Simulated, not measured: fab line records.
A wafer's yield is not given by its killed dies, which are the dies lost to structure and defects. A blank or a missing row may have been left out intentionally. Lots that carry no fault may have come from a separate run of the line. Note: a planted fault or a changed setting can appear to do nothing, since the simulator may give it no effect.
Chamber matching + flow nand_harc + NHARC_P_M2_DESCUM_14 on rie_diel-03: 4 sister chambers
The step chemistry O2, time 3 s. 7 wafers are shown with their chamber, then 7 later ones without.

## WAFERS PAIRED WITH THEIR CHAMBERS
| wafer  | chamber | drypump_motor_current_A (A) | oes_product_au (a.u.) |
|--------|---------|-----------------------------|-----------------------|
| L406.3 | 1       | 6.0                         | 1.008                 |
| L409.6 | 3       | 5.7                         | 0.982                 |
| L410.2 | 0       | 4.8                         | 1.009                 |
| L410.3 | 2       | 6.2                         | 1.007                 |
| L410.5 | 2       | 6.3                         | 0.999                 |
| L421.3 | 3       | 5.8                         | 1.012                 |
| L421.5 | 0       | 4.7                         | 1.015                 |

## WAFERS WHOSE CHAMBER IS MISSING
| wafer  | drypump_motor_current_A (A) | oes_product_au (a.u.) |
|--------|-----------------------------|-----------------------|
| L421.6 | 5.8                         | 1.025                 |
| L422.1 | 6.0                         | 1.006                 |
| L422.2 | 4.7                         | 1.001                 |
| L422.4 | 5.9                         | 1.007                 |
| L423.2 | 6.3                         | 1.005                 |
| L423.3 | 4.7                         | 1.013                 |
| L423.4 | 5.8                         | 1.014                 |

## THE CHAMBER EACH PASSED THROUGH
| wafer  | from the rows above     | in truth |
|--------|-------------------------|----------|
| L421.6 | can't be placed: 3 or 1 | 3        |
| L422.1 | 1                       | 1        |
| L422.2 | 0                       | 0        |
| L422.4 | can't be placed: 1 or 3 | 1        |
| L423.2 | 2                       | 2        |
| L423.3 | 0                       | 0        |
| L423.4 | can't be placed: 3 or 1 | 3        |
Correct placement for 4 of the 7. Cannot be placed on the basis of these rows: 3; the candidates contain the true chamber in 3. 0 placed wrongly.
How it was worked out, from the rows above alone: a wafer's distance from a chamber is the root of the sum, over the readings, of the square of ((its reading less the chamber's mean) divided by the reading's scatter). If the next closest chamber is less than 2 further off than the closest, the wafer can't be placed; otherwise it belongs to the closest. Each chamber's mean is taken over the wafers shown for it. The scatter: the root of (the sum of the squares of (reading less its chamber's mean) over the shown wafers, divided by (wafers less chambers)).
